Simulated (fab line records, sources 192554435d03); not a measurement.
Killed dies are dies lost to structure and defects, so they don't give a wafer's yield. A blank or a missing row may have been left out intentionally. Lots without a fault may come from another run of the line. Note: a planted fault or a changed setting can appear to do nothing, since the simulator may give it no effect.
Which tool was responsible? + flow n5Finfet + 8 lots, 24 wafers sampled, at 5 steps of a route of 1938

WHAT THE GAUGES SHOWED, per wafer
N5_BEOL_M1_OCD_MEAS_38.
| lot  | measured     | on     | trenchDepthNm (nm) |
|------|--------------|--------|--------------------|
| L567 | day 6 15:47  | ocd-02 | 54.2 56.1 55.5     |
| L573 | day 7 17:02  | ocd-02 | 55.1 60.6 55.8     |
| L575 | day 8 05:10  | ocd-01 | 60.4 55.3 60.9     |
| L581 | day 9 23:22  | ocd-01 | 55.7 54.7 55.0     |
| L584 | day 10 14:43 | ocd-01 | 55.2 53.4 54.4     |
| L585 | day 11 01:01 | ocd-01 | 55.3 55.3 54.8     |
| L586 | day 11 01:26 | ocd-02 | 55.4 55.6 55.6     |
| L589 | day 11 14:08 | ocd-02 | 55.5 54.1 55.2     |

EACH LOT AND THE TOOL THAT RAN IT (in order: tool; ch and the chambers of the sampled wafers; start)
| lot  | N5_BEOL_M1_ETCHBACK_99            | N5_BEOL_M1_ETCH_70                | N5_BEOL_M1_VIA_ETCH_34            | N5_BEOL_M1_TRENCH_ETCH_37         |
|------|-----------------------------------|-----------------------------------|-----------------------------------|-----------------------------------|
| L567 | rieDiel-01 ch 0,1,3, day 6 15:23  | rieDiel-01 ch 0,1,3, day 6 15:26  | rieDiel-01 ch 0,1,3, day 6 15:32  | rieDiel-01 ch 0,1,3, day 6 15:38  |
| L573 | rieDiel-01 ch 2,3, day 7 16:39    | rieDiel-01 ch 2,3, day 7 16:41    | rieDiel-01 ch 2,3, day 7 16:47    | rieDiel-01 ch 2,3, day 7 16:53    |
| L575 | rieDiel-01 ch 2,3, day 8 04:47    | rieDiel-01 ch 2,3, day 8 04:49    | rieDiel-01 ch 2,3, day 8 04:55    | rieDiel-01 ch 2,3, day 8 05:01    |
| L581 | rieDiel-03 ch 2,3, day 9 22:58    | rieDiel-03 ch 2,3, day 9 23:00    | rieDiel-03 ch 2,3, day 9 23:07    | rieDiel-03 ch 2,3, day 9 23:12    |
| L584 | rieDiel-06 ch 0,1,2, day 10 14:19 | rieDiel-06 ch 0,1,2, day 10 14:22 | rieDiel-06 ch 0,1,2, day 10 14:28 | rieDiel-06 ch 0,1,2, day 10 14:34 |
| L585 | rieDiel-01 ch 2,3, day 11 00:38   | rieDiel-01 ch 2,3, day 11 00:40   | rieDiel-01 ch 2,3, day 11 00:46   | rieDiel-01 ch 2,3, day 11 00:52   |
| L586 | rieDiel-01 ch 1,2,3, day 11 01:03 | rieDiel-01 ch 1,2,3, day 11 01:05 | rieDiel-01 ch 1,2,3, day 11 01:11 | rieDiel-01 ch 1,2,3, day 11 01:17 |
| L589 | rieDiel-01 ch 0,1,3, day 11 13:44 | rieDiel-01 ch 0,1,3, day 11 13:47 | rieDiel-01 ch 0,1,3, day 11 13:53 | rieDiel-01 ch 0,1,3, day 11 13:59 |
- N5_BEOL_M1_ETCHBACK_99: etches SiO2 in CHF3, target depth 5 nm, time 10.4 s.
- N5_BEOL_M1_ETCH_70: etches SOC in N2/H2, target depth 80 nm, overetch 16 nm, time 120 s.
- N5_BEOL_M1_VIA_ETCH_34: etches the open film in C4F6/O2, target depth 67.8 nm, time 64.4 s.
- N5_BEOL_M1_TRENCH_ETCH_37: etches SiOC in C4F6/O2, target depth 55.207 nm, time 29 s.

THE ANSWER, worked out from the rows above alone
Rule: the lots themselves supply what counts as usual. The widest of any qualifying gaps counts: lots, ordered by their means at a reading, are off when they make up no more than a third of the lots, leave a main group of 4 or more, and stand apart from it by 3 or more times the standard deviation of that group's means. The tables above print the reading to a certain number of digits; a main group whose means all agree to those digits is not used. A lot without any number at a reading at which 4 lots or more have one is off too. Any other lot the step has rows for is counted as sound.
Off at N5_BEOL_M1_OCD_MEAS_38 (trenchDepthNm): L573, L575. The main group has a mean of 55.1 nm with a standard deviation of 0.37.
A tool fits if, at a process step before that reading, it ran every lot that is off, and no sound lot after the first of them. Those tools and the gauges at N5_BEOL_M1_OCD_MEAS_38 are tried in the same way. None of those tried fits.

WHAT THE SIMULATOR HAD INSERTED
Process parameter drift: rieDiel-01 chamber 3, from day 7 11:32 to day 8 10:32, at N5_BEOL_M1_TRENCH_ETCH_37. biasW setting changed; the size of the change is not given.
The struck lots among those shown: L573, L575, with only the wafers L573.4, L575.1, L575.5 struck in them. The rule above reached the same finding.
